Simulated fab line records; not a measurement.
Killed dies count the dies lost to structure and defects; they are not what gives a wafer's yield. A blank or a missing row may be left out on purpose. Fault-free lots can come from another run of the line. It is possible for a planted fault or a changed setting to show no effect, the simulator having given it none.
Chamber matching + flow n5-finfet + 4 sister chambers for N5_BEOL_M2_DESCUM_16 on rie-diel-01
The step chemistry O2, time 7 s. 16 wafers are shown with their chamber, then 8 later ones without.

== WAFERS PAIRED WITH THEIR CHAMBERS ==
| wafer  | chamber | showerhead-plenum-p-Torr (Torr) | drypump-motor-current-A (A) | throttle-valve-pct (%) |
|--------|---------|---------------------------------|-----------------------------|------------------------|
| L079.1 | 2       | 2.08                            | 5.5                         | 20.26                  |
| L079.2 | 1       | 2.04                            | 4.9                         | 20.06                  |
| L079.3 | 3       | 2.14                            | 5.8                         | 20.35                  |
| L084.1 | 0       | 2.15                            | 5.4                         | 20.64                  |
| L084.3 | 1       | 2.04                            | 4.9                         | 20.06                  |
| L084.6 | 3       | 2.14                            | 5.8                         | 20.36                  |
| L086.2 | 3       | 2.14                            | 5.8                         | 20.36                  |
| L086.5 | 2       | 2.08                            | 5.5                         | 20.28                  |
| L086.6 | 3       | 2.14                            | 5.8                         | 20.37                  |
| L087.3 | 3       | 2.14                            | 5.8                         | 20.38                  |
| L087.5 | 2       | 2.08                            | 5.5                         | 20.28                  |
| L087.6 | 3       | 2.14                            | 5.8                         | 20.38                  |
| L088.1 | 3       | 2.14                            | 5.8                         | 20.37                  |
| L088.2 | 0       | 2.14                            | 5.3                         | 20.65                  |
| L088.3 | 2       | 2.08                            | 5.5                         | 20.29                  |
| L088.4 | 1       | 2.04                            | 4.9                         | 20.08                  |

SIGNATURES (averages over the wafers above)
| reading                  | chamber 0 | chamber 1 | chamber 2 | chamber 3 | scatter within a chamber |
|--------------------------|-----------|-----------|-----------|-----------|--------------------------|
| showerhead-plenum-p-Torr | 2.1450    | 2.0400    | 2.0800    | 2.1400    | 0.00204                  |
| drypump-motor-current-A  | 5.350     | 4.900     | 5.500     | 5.800     | 0.0204                   |
| throttle-valve-pct       | 20.6450   | 20.0667   | 20.2775   | 20.3671   | 0.0113                   |
Rule: a wafer lies at a distance from a chamber equal to the root of the sum of squares, over the readings, of (its reading less the chamber's mean, divided by the reading's scatter). The wafer belongs to the nearest chamber; if the next one is less than 2 further off, it can't be placed. The scatter: take each reading less its chamber's mean, square it, sum over the shown wafers, divide by the number of wafers less the number of chambers, and take the root.

== WAFERS MISSING THEIR CHAMBER ==
| wafer  | showerhead-plenum-p-Torr (Torr) | drypump-motor-current-A (A) | throttle-valve-pct (%) |
|--------|---------------------------------|-----------------------------|------------------------|
| L088.5 | 2.08                            | 5.5                         | 20.27                  |
| L088.6 | 2.14                            | 5.8                         | 20.38                  |
| L090.1 | 2.14                            | 5.4                         | 20.65                  |
| L090.3 | 2.13                            | 5.8                         | 20.39                  |
| L090.5 | 2.13                            | 5.8                         | 20.37                  |
| L092.1 | 2.03                            | 4.8                         | 20.10                  |
| L092.2 | 2.07                            | 5.5                         | 20.30                  |
| L092.3 | 2.13                            | 5.8                         | 20.40                  |

== CHAMBER TAKEN BY EACH ==
| wafer  | from the rows above | in truth |
|--------|---------------------|----------|
| L088.5 | 2                   | 2        |
| L088.6 | 3                   | 3        |
| L090.1 | 0                   | 0        |
| L090.3 | 3                   | 3        |
| L090.5 | 3                   | 3        |
| L092.1 | 1                   | 1        |
| L092.2 | 2                   | 2        |
| L092.3 | 3                   | 3        |
Correctly placed: 8 of 8. Left unplaced by these rows: 0. Placed wrongly: 0.
